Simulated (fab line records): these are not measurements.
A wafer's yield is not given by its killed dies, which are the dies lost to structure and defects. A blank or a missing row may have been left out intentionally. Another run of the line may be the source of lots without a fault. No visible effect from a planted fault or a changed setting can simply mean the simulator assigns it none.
Matching of chambers / flow nand-harc / 3 sister chambers for NHARC_THIN_TSV_DEP_47 on pecvd-01
The step deposits SiO2, target thk 200 nm. 14 wafers are shown with their chamber, then 7 later ones without.

WAFERS PAIRED WITH THEIR CHAMBERS
wafer=L764.1; chamber=2; throttle-valve-pct (%)=16.2
wafer=L764.2; chamber=0; throttle-valve-pct (%)=15.4
wafer=L764.5; chamber=1; throttle-valve-pct (%)=15.2
wafer=L766.2; chamber=0; throttle-valve-pct (%)=15.7
wafer=L766.5; chamber=0; throttle-valve-pct (%)=15.5
wafer=L766.6; chamber=1; throttle-valve-pct (%)=15.2
wafer=L770.2; chamber=1; throttle-valve-pct (%)=15.2
wafer=L770.3; chamber=2; throttle-valve-pct (%)=16.1
wafer=L770.6; chamber=2; throttle-valve-pct (%)=16.0
wafer=L771.2; chamber=0; throttle-valve-pct (%)=15.4
wafer=L771.4; chamber=1; throttle-valve-pct (%)=15.1
wafer=L771.5; chamber=0; throttle-valve-pct (%)=15.7
wafer=L782.1; chamber=0; throttle-valve-pct (%)=15.9
wafer=L782.2; chamber=2; throttle-valve-pct (%)=16.4

SIGNATURES, as means of the wafers listed above
reading=throttle-valve-pct; chamber 0=15.600; chamber 1=15.175; chamber 2=16.175; scatter within a chamber=0.164
Rule: a wafer lies at a distance from a chamber equal to the root of the sum of squares, over the readings, of (its reading less the chamber's mean, divided by the reading's scatter). The wafer belongs to the nearest chamber; if the next one is less than 2 further off, it can't be placed. The scatter is the square root of a quotient: the sum, over the shown wafers, of each reading's squared deviation from its chamber's mean, divided by wafers minus chambers.

WAFERS WITHOUT THEIR CHAMBER
wafer=L782.3; throttle-valve-pct (%)=15.7
wafer=L781.3; throttle-valve-pct (%)=16.1
wafer=L781.4; throttle-valve-pct (%)=16.3
wafer=L781.6; throttle-valve-pct (%)=15.5
wafer=L784.1; throttle-valve-pct (%)=16.0
wafer=L784.2; throttle-valve-pct (%)=15.8
wafer=L784.4; throttle-valve-pct (%)=15.9

WHICH CHAMBER EACH ONE RAN IN
wafer=L782.3; from the rows above=0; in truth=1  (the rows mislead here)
wafer=L781.3; from the rows above=2; in truth=2
wafer=L781.4; from the rows above=2; in truth=2
wafer=L781.6; from the rows above=can't be placed: 0 or 1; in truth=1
wafer=L784.1; from the rows above=can't be placed: 2 or 0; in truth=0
wafer=L784.2; from the rows above=can't be placed: 0 or 2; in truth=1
wafer=L784.4; from the rows above=can't be placed: 2 or 0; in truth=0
Placed correctly: 2 of 7. Cannot be placed on the basis of these rows: 4; the candidates contain the true chamber in 3. Wrongly placed: 1.
